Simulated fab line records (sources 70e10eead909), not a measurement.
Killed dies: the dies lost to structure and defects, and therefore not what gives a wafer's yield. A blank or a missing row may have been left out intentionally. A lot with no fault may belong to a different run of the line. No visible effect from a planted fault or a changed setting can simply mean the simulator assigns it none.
2 desks looking at one fault -- flow nandHarc -- every desk sees just its own numbers, and what lay behind them comes last

TOOL OWNER'S DESK, cmp-04
The tool's own readings at NHARC_P_CONTACT_CMP_01 (polishes SiO2, target thk 200 nm): means of the sampled wafers that have a number, for each lot that ran on this tool. A lot is out of limits, marked OUT, if its mean lies more than 4 standard deviations from the usual mean; the brackets give that distance.
Columns: A = edgeZonePressureFrac at NHARC_P_CONTACT_CMP_01, usual 1.000; B = motorCurrentA at NHARC_P_CONTACT_CMP_01, usual 12.1 A
lot,first seen here,A,B
L755,day 5 20:51,1.001,11.6
L756,day 6 03:31,1.001,12.1
L772,day 9 23:55,1.001,14.0
L773,day 10 05:33,1.003,11.2
L774,day 10 13:35,1.000,12.7
L776,day 10 21:59,0.998,13.2
L777,day 11 01:37,1.004,12.6
This desk's finding: nothing out of limits on any of the 7 lots.

THE DEFECT DESK
For each lot, the counts of the inspections along the route, averaged over the sampled wafers that have a number. A lot is out of limits, marked OUT, if its mean lies more than 4 standard deviations from the usual mean; the brackets give that distance.
Columns: A = rawDefectCount at NHARC_P_CONTACT_INSPECT_14, usual 3.8
lot,first seen here,A
L754,day 5 14:01,2.0
L755,day 5 21:45,4.3
L756,day 6 04:29,3.3
L766,day 8 20:02,3.0
L768,day 9 03:14,2.0
L767,day 9 03:59,3.0
L770,day 9 21:35,5.7
L772,day 10 00:50,7.3
L771,day 10 02:47,3.0
L773,day 10 06:31,1.7
L774,day 10 14:28,4.3
L775,day 10 20:52,3.3
L776,day 10 22:56,3.7
L777,day 11 02:32,2.7
This desk's finding: nothing out of limits on any of the 14 lots.

ALL TOGETHER
Nothing out of limits was seen by the tool owner's desk.
No out-of-limits result turned up at the defect desk.

WHAT WAS PUT IN BY THE SIMULATOR
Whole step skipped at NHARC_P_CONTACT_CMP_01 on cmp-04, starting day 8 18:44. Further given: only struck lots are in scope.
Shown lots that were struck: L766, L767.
